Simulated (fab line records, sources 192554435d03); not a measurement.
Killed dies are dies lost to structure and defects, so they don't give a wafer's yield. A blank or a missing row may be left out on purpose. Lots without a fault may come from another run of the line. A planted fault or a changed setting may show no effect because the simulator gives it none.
Chamber matching | flow n5_finfet | N5_BEOL_M1_ETCH_77 on rie_diel-02: 4 sister chambers
The step etches underlayer in N2/H2, target depth 6.5 nm, time 5.2 s. 4 wafers are shown with their chamber, then 11 later ones without.

WAFERS WITH THEIR CHAMBER
wafer  | chamber | showerhead_plenum_p_Torr (Torr)
L081.5 | 3       | 2.43
L082.1 | 1       | 2.60
L082.6 | 0       | 2.53
L093.1 | 2       | 2.52

WAFERS WITHOUT THEIR CHAMBER
wafer  | showerhead_plenum_p_Torr (Torr)
L093.3 | 2.52
L093.5 | 2.59
L095.2 | 2.52
L095.3 | 2.42
L095.5 | 2.51
L096.2 | 2.51
L096.4 | 2.52
L096.6 | 2.52
L097.2 | 2.51
L097.3 | 2.52
L097.6 | 2.51

WHICH CHAMBER EACH WENT THROUGH
wafer  | from the rows above     | in truth
L093.3 | can't be placed: 2 or 0 | 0
L093.5 | 1                       | 1
L095.2 | can't be placed: 2 or 0 | 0
L095.3 | 3                       | 3
L095.5 | can't be placed: 2 or 0 | 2
L096.2 | can't be placed: 2 or 0 | 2
L096.4 | can't be placed: 2 or 0 | 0
L096.6 | can't be placed: 2 or 0 | 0
L097.2 | can't be placed: 2 or 0 | 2
L097.3 | can't be placed: 2 or 0 | 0
L097.6 | can't be placed: 2 or 0 | 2
Placed correctly: 2 of 11. Can't be placed from these rows: 9 (the true chamber is among the candidates in 9). Placed wrongly: 0.
How it was worked out, from the rows above alone: a wafer's distance from a chamber is the root of the sum, over the readings, of the square of ((its reading less the chamber's mean) divided by the reading's scatter). The wafer belongs to the nearest chamber; if the next one is less than 2 further off, it can't be placed. A chamber's mean is the mean of its shown wafers. The scatter: with one shown wafer a chamber, the root of the mean of the squares of how far each hidden wafer lies from its nearest shown one.
